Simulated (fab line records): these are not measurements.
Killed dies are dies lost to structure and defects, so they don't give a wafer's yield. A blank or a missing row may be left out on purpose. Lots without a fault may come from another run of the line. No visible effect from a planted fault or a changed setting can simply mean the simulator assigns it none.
fab line records + flow n5_finfet + part 2 of 2: steps 25 to 33 of 33
record:
- lots: 5
- wafers: 15
- last_day: 17
route steps=1938 shown PMOS_HMC_CHANNEL_EPI@66 FIN_SAQP@90
lots with no fault: from the same line, run without faults
start_h: the number of hours between the record's first day and the start of the first shown wafer of the lot + wait_h: how many hours have passed since the lot's step before this one + " as in the row above + L1.1+2: several wafers, shown together as one row + - value missing, or start not given + * or withheld: withheld + < > ~ a bound
route shown NAME@n: NAME is a module with steps in the file, n the number in the route of the first one + usual: the fault-free wafers' mean and standard deviation + same: alike in all rows + chamber/n: place in a boat + sites: per-site readings + _std_site: the standard deviation of these + _edge_site: mean of outer sites minus mean of inner sites + radius_mm: for every site, how far away it sits from the centre of the wafer + mask NAME#n: copy n + behind: the tool/chamber that last shaped the wafer + hold: the reason the lot was held/the length of the hold in hours/how it ended + device: transistor that didn't switch, given as n, p or np + end of line: the tests these same wafers got at the end of their route + where a step has no rows: the recipe by itself + killed: dies lost to structure and defects at the first sort, not the wafer's yield + map: shows each die of a wafer: x if killed, . if not, _ if none is there
set.NAME: the setting as run; set.NAME@STEP: as run at that earlier step + model.NAME: the simulator's own value behind a step, which no gauge read
lots at selected steps of the route; one table per step, one row per wafer
services: from which hour (start_h, from the record's first day; less than 0 if before it) a tool's chamber was out of use, for how many hours, and why
== steps ==
step: N5_FIN_SAQP_PRECLEAN_00
recipe:
- chemistry: SC1
- time_s: 60
- temp_c: 55
- mix: 1:2:50
| lot.wafer  | tool         | chamber | start_h | wait_h |
|------------|--------------|---------|---------|--------|
| L075.2+4+6 | wet_bench-03 | 0,7,4   | 26.33   | 0.0    |
| L076.1+3+6 | wet_bench-05 | 6,2,5   | 33.05   | 0.0    |
| L087.4+5+6 | wet_bench-05 | 2,5,1   | 98.33   | 0.0    |
| L093.2+5+6 | wet_bench-05 | 7,4,1   | 135.26  | 0.0    |
| L095.1+3+4 | wet_bench-05 | 6,5,4   | 147.00  | 0.0    |
step: N5_FIN_SAQP_PRECLEAN_44
recipe:
- chemistry: SC2
- time_s: 45
- temp_c: 35
- mix: 1:1:50
| lot.wafer  | tool         | chamber | start_h | wait_h |
|------------|--------------|---------|---------|--------|
| L075.2+4+6 | wet_bench-03 | 0,7,4   | 26.35   | 0.0    |
| L076.1+3+6 | wet_bench-05 | 6,2,5   | 33.07   | 0.0    |
| L087.4+5+6 | wet_bench-05 | 2,5,1   | 98.35   | 0.0    |
| L093.2+5+6 | wet_bench-05 | 7,4,1   | 135.28  | 0.0    |
| L095.1+3+4 | wet_bench-05 | 6,5,4   | 147.02  | 0.0    |
step: N5_FIN_SAQP_SRD_01
recipe:
- dry: ipa_marangoni
- time_s: 30
- temp_c: 23
- rinse_liquid: diw
| lot.wafer  | tool         | chamber | start_h | wait_h |
|------------|--------------|---------|---------|--------|
| L075.2+4+6 | wet_bench-03 | 0,7,4   | 26.36   | 0.0    |
| L076.1+3+6 | wet_bench-05 | 6,2,5   | 33.08   | 0.0    |
| L087.4+5+6 | wet_bench-05 | 2,5,1   | 98.36   | 0.0    |
| L093.2+5+6 | wet_bench-05 | 7,4,1   | 135.29  | 0.0    |
| L095.1+3+4 | wet_bench-05 | 6,5,4   | 147.04  | 0.0    |
step: N5_FIN_SAQP_ALD_61
recipe:
- material: SiO2
- target_thk_a: 40
- temp_c: 300
- ald_precursor_family: BDEAS
- ald_co_reactant: O2-plasma
- pulse_time_s: 1
- purge_time_s: 2
- co_reactant_purge_time_s: 2
- ald_cycles: 43
- pressure_torr: 2
usual:
- heater_power_outer_w: 286/49
- heater_power_w: 497/58
- precursor_pulse_height_rel: 1.001/0.019
same:
- purge_time_s: 2
| lot.wafer | tool       | chamber | start_h | wait_h | heater_power_outer_w | heater_power_w | precursor_pulse_height_rel |
|-----------|------------|---------|---------|--------|----------------------|----------------|----------------------------|
| L075.2    | ald_sin-02 | 0       | 26.41   | 0.0    | 201                  | 386            | 1.019                      |
| L075.4    | "          | 2       | "       | "      | 263                  | 452            | 1.009                      |
| L075.6    | "          | 1       | "       | "      | 254                  | 480            | 0.988                      |
| L076.1    | ald_sin-02 | 2       | 33.13   | 0.0    | 271                  | 463            | 1.050                      |
| L076.3    | "          | 3       | "       | "      | 274                  | 457            | 1.009                      |
| L076.6    | "          | 1       | "       | "      | 248                  | 472            | 0.998                      |
| L087.4    | ald_sin-03 | 1       | 99.55   | 1.2    | 289                  | 484            | 0.975                      |
| L087.5    | "          | 2       | "       | "      | 244                  | 434            | 1.030                      |
| L087.6    | "          | 1       | "       | "      | 284                  | 472            | 1.009                      |
| L093.2    | ald_sin-01 | 1       | 135.34  | 0.0    | 331                  | 553            | 0.993                      |
| L093.5    | "          | 1       | "       | "      | 330                  | 547            | 0.977                      |
| L093.6    | "          | 2       | "       | "      | 258                  | 444            | 0.975                      |
| L095.1    | ald_sin-01 | 2       | 147.71  | 0.7    | 249                  | 453            | 1.023                      |
| L095.3    | "          | 1       | "       | "      | 333                  | 552            | 1.010                      |
| L095.4    | "          | 3       | "       | "      | 300                  | 545            | 0.988                      |
step: N5_FIN_SAQP_DENSIFY_62
recipe:
- temp_c: 700
- time_s: 60
- ambient: N2
- idle_temp_c: 600
- ramp_up_c_per_s: 150
- ramp_down_c_per_s: 60
- cool_to_c: 600
usual:
- lamp_power_pct: 9.85/0.047
- wafer_temp_C_max: 703.3/0.66
| lot.wafer | tool          | chamber | start_h | wait_h | lamp_power_pct | wafer_temp_C_max |
|-----------|---------------|---------|---------|--------|----------------|------------------|
| L075.2    | rtp_anneal-02 | 0       | 26.64   | 0.1    | 9.80           | 704.0            |
| L075.4    | "             | 0       | "       | "      | 9.87           | 703.6            |
| L075.6    | "             | 0       | "       | "      | 9.96           | 702.6            |
| L076.1    | rtp_anneal-02 | 0       | 33.33   | 0.1    | 9.74           | 705.2            |
| L076.3    | "             | 0       | "       | "      | 9.89           | 702.8            |
| L076.6    | "             | 0       | "       | "      | 9.87           | 703.9            |
| L087.4    | rtp_anneal-01 | 0       | 99.86   | 0.2    | 9.81           | 702.5            |
| L087.5    | "             | 0       | "       | "      | 9.78           | 703.4            |
| L087.6    | "             | 0       | "       | "      | 9.89           | 703.6            |
| L093.2    | rtp_anneal-02 | 0       | 135.57  | 0.1    | 9.82           | 703.2            |
| L093.5    | "             | 0       | "       | "      | 9.87           | 704.7            |
| L093.6    | "             | 0       | "       | "      | 9.79           | 703.7            |
| L095.1    | rtp_anneal-01 | 0       | 147.93  | 0.1    | 9.82           | 705.2            |
| L095.3    | "             | 0       | "       | "      | 9.85           | 703.4            |
| L095.4    | "             | 0       | "       | "      | 9.86           | 702.2            |
step: N5_FIN_SAQP_HM_DEP_03
recipe:
- material: SiNx
- target_thk_a: 380
- temp_c: 400
- precursor: SiH4/NH3/N2
- pressure_torr: 1.5
- rf_w: 300
- time_s: 33.6
usual:
- heater_power_outer_w: 479/64
- heater_power_w: 785/98
- showerhead_plenum_p_Torr: 5.16/0.08
- throttle_valve_pct: 40.2/2.7
| lot.wafer | tool     | chamber | start_h | wait_h | heater_power_outer_w | heater_power_w | showerhead_plenum_p_Torr | throttle_valve_pct |
|-----------|----------|---------|---------|--------|----------------------|----------------|--------------------------|--------------------|
| L075.2    | pecvd-01 | 1       | 26.83   | 0.2    | 461                  | 773            | 5.05                     | 42.8               |
| L075.4    | "        | 1       | "       | "      | 460                  | 757            | 5.07                     | 42.8               |
| L075.6    | "        | 2       | "       | "      | 387                  | 692            | 5.22                     | 35.6               |
| L076.1    | pecvd-03 | 2       | 33.56   | 0.2    | 439                  | 756            | 5.13                     | 43.5               |
| L076.3    | "        | 0       | "       | "      | 377                  | 604            | 5.12                     | 38.9               |
| L076.6    | "        | 2       | "       | "      | 444                  | 757            | 5.12                     | 43.8               |
| L087.4    | pecvd-03 | 0       | 100.01  | 0.1    | 353                  | 601            | 5.12                     | 39.1               |
| L087.5    | "        | 2       | "       | "      | 445                  | 783            | 5.13                     | 43.1               |
| L087.6    | "        | 1       | "       | "      | 517                  | 849            | 5.24                     | 41.1               |
| L093.2    | pecvd-04 | 1       | 135.75  | 0.2    | 477                  | 794            | 5.06                     | 35.6               |
| L093.5    | "        | 2       | "       | "      | 547                  | 920            | 5.15                     | 40.0               |
| L093.6    | "        | 1       | "       | "      | 479                  | 800            | 5.05                     | 35.6               |
| L095.1    | pecvd-04 | 2       | 148.14  | 0.2    | 559                  | 944            | 5.15                     | 40.1               |
| L095.3    | "        | 1       | "       | "      | 596                  | 934            | 5.06                     | 35.7               |
| L095.4    | "        | 1       | "       | "      | 571                  | 970            | 5.04                     | 35.5               |
step: N5_FIN_SAQP_THK_MEAS_05
usual:
- thk_nm: 38.0/0.6
| lot.wafer | tool          | chamber | start_h | wait_h | thk_nm |
|-----------|---------------|---------|---------|--------|--------|
| L075.2    | film_metro-01 | -       | 26.92   | 0.1    | 38.0   |
| L075.4    | "             | -       | "       | "      | 38.4   |
| L075.6    | "             | -       | "       | "      | 39.1   |
| L076.1    | film_metro-01 | -       | 33.65   | 0.1    | 38.4   |
| L076.3    | "             | -       | "       | "      | 37.5   |
| L076.6    | "             | -       | "       | "      | 38.9   |
| L087.4    | film_metro-02 | -       | 100.07  | 0.0    | 38.0   |
| L087.5    | "             | -       | "       | "      | 38.6   |
| L087.6    | "             | -       | "       | "      | 38.2   |
| L093.2    | film_metro-01 | -       | 135.84  | 0.1    | 38.3   |
| L093.5    | "             | -       | "       | "      | 38.3   |
| L093.6    | "             | -       | "       | "      | 38.9   |
| L095.1    | film_metro-02 | -       | 148.23  | 0.1    | 38.2   |
| L095.3    | "             | -       | "       | "      | 38.5   |
| L095.4    | "             | -       | "       | "      | 39.1   |
step: N5_FIN_SAQP_PECVD_47
recipe:
- material: a-Si
- target_thk_a: 450
- temp_c: 400
- precursor: SiH4/He
- pressure_torr: 3
- rf_w: 100
- time_s: 36.3
usual:
- heater_power_outer_w: 545/63
- heater_power_w: 873/93
- showerhead_plenum_p_Torr: 5.69/0.06
- throttle_valve_pct: 18.1/1.3
| lot.wafer | tool     | chamber | start_h | wait_h | heater_power_outer_w | heater_power_w | showerhead_plenum_p_Torr | throttle_valve_pct |
|-----------|----------|---------|---------|--------|----------------------|----------------|--------------------------|--------------------|
| L075.2    | pecvd-04 | 0       | 26.95   | 0.0    | 527                  | 800            | 5.71                     | 18.8               |
| L075.4    | "        | 2       | "       | "      | 568                  | 934            | 5.66                     | 18.0               |
| L075.6    | "        | 1       | "       | "      | 555                  | 924            | 5.60                     | 16.1               |
| L076.1    | pecvd-03 | 2       | 33.68   | 0.0    | 574                  | 931            | 5.64                     | 19.7               |
| L076.3    | "        | 0       | "       | "      | 404                  | 645            | 5.65                     | 17.8               |
| L076.6    | "        | 0       | "       | "      | 397                  | 651            | 5.63                     | 17.6               |
| L087.4    | pecvd-01 | 1       | 100.13  | 0.1    | 428                  | 735            | 5.58                     | 19.5               |
| L087.5    | "        | 0       | "       | "      | 600                  | 944            | 5.77                     | 19.4               |
| L087.6    | "        | 2       | "       | "      | 469                  | 804            | 5.75                     | 16.3               |
| L093.2    | pecvd-01 | 1       | 135.88  | 0.0    | 521                  | 845            | 5.62                     | 19.5               |
| L093.5    | "        | 2       | "       | "      | 475                  | 789            | 5.72                     | 16.8               |
| L093.6    | "        | 1       | "       | "      | 529                  | 852            | 5.61                     | 19.7               |
| L095.1    | pecvd-04 | 2       | 148.27  | 0.0    | 528                  | 873            | 5.67                     | 18.1               |
| L095.3    | "        | 1       | "       | "      | 610                  | 986            | 5.61                     | 16.4               |
| L095.4    | "        | 2       | "       | "      | 527                  | 885            | 5.66                     | 18.1               |
step: N5_FIN_SAQP_PECVD_48
recipe:
- material: SiNx
- target_thk_a: 250
- temp_c: 400
- precursor: SiH4/NH3/N2
- pressure_torr: 1.5
- rf_w: 300
- time_s: 22.1
usual:
- heater_power_outer_w: 490/69
- heater_power_w: 796/99
- showerhead_plenum_p_Torr: 5.17/0.083
- throttle_valve_pct: 39.8/2.8
| lot.wafer | tool     | chamber | start_h | wait_h | heater_power_outer_w | heater_power_w | showerhead_plenum_p_Torr | throttle_valve_pct |
|-----------|----------|---------|---------|--------|----------------------|----------------|--------------------------|--------------------|
| L075.2    | pecvd-04 | 0       | 26.99   | 0.0    | 489                  | 748            | 5.20                     | 41.7               |
| L075.4    | "        | 2       | "       | "      | 500                  | 854            | 5.14                     | 39.5               |
| L075.6    | "        | 1       | "       | "      | 522                  | 865            | 5.06                     | 35.8               |
| L076.1    | pecvd-03 | 2       | 33.73   | 0.0    | 478                  | 840            | 5.11                     | 43.5               |
| L076.3    | "        | 0       | "       | "      | 322                  | 564            | 5.11                     | 38.6               |
| L076.6    | "        | 0       | "       | "      | 323                  | 549            | 5.13                     | 38.8               |
| L087.4    | pecvd-01 | 1       | 100.17  | 0.0    | 377                  | 646            | 5.06                     | 42.7               |
| L087.5    | "        | 0       | "       | "      | 584                  | 904            | 5.29                     | 42.3               |
| L087.6    | "        | 2       | "       | "      | 487                  | 813            | 5.21                     | 35.9               |
| L093.2    | pecvd-01 | 1       | 135.92  | 0.0    | 389                  | 665            | 5.06                     | 43.0               |
| L093.5    | "        | 2       | "       | "      | 484                  | 794            | 5.21                     | 36.2               |
| L093.6    | "        | 1       | "       | "      | 393                  | 678            | 5.07                     | 42.5               |
| L095.1    | pecvd-04 | 2       | 148.31  | 0.0    | 569                  | 921            | 5.14                     | 39.8               |
| L095.3    | "        | 1       | "       | "      | 597                  | 954            | 5.06                     | 35.5               |
| L095.4    | "        | 2       | "       | "      | 581                  | 932            | 5.14                     | 39.9               |
== services ==
| tool          | chamber | start_h | hours | kind   |
|---------------|---------|---------|-------|--------|
| epi_rpcvd-02  | -       | 0.34    | 0.4   | repair |
| ald_sin-01    | -       | 2.55    | 1.3   | repair |
| rie_si-04     | -       | 13.41   | 0.7   | repair |
| wet_bench-01  | -       | 22.40   | 23.7  | repair |
| epi_rpcvd-02  | -       | 25.14   | 0.5   | repair |
| rie_diel-03   | 1       | 35.95   | 5.7   | repair |
| ald_sin-02    | -       | 40.19   | 14.6  | pm     |
| rie_diel-05   | 1       | 43.00   | 7.6   | repair |
| cmp-02        | -       | 50.25   | 4.0   | pm     |
| pecvd-01      | -       | 53.39   | 2.3   | repair |
| pecvd-04      | 0       | 57.88   | 4.6   | repair |
| ald_sin-02    | 2       | 61.48   | 11.1  | repair |
| rie_diel-05   | 0       | 61.90   | 4.1   | repair |
| cmp-02        | -       | 66.26   | 2.5   | repair |
| rie_si-01     | 0       | 91.09   | 3.6   | repair |
| pecvd-04      | -       | 91.54   | 14.6  | pm     |
| rie_diel-04   | 3       | 93.70   | 2.8   | repair |
| rie_diel-03   | 0       | 106.18  | 2.4   | repair |
| pecvd-01      | 1       | 112.75  | 4.2   | repair |
| rtp_anneal-02 | -       | 112.97  | 3.1   | pm     |
| rie_si-01     | 3       | 115.90  | 1.7   | repair |
| pecvd-03      | -       | 120.21  | 1.9   | repair |
| pecvd-03      | -       | 134.93  | 2.8   | pm     |
| rie_diel-04   | 3       | 137.60  | 7.0   | repair |
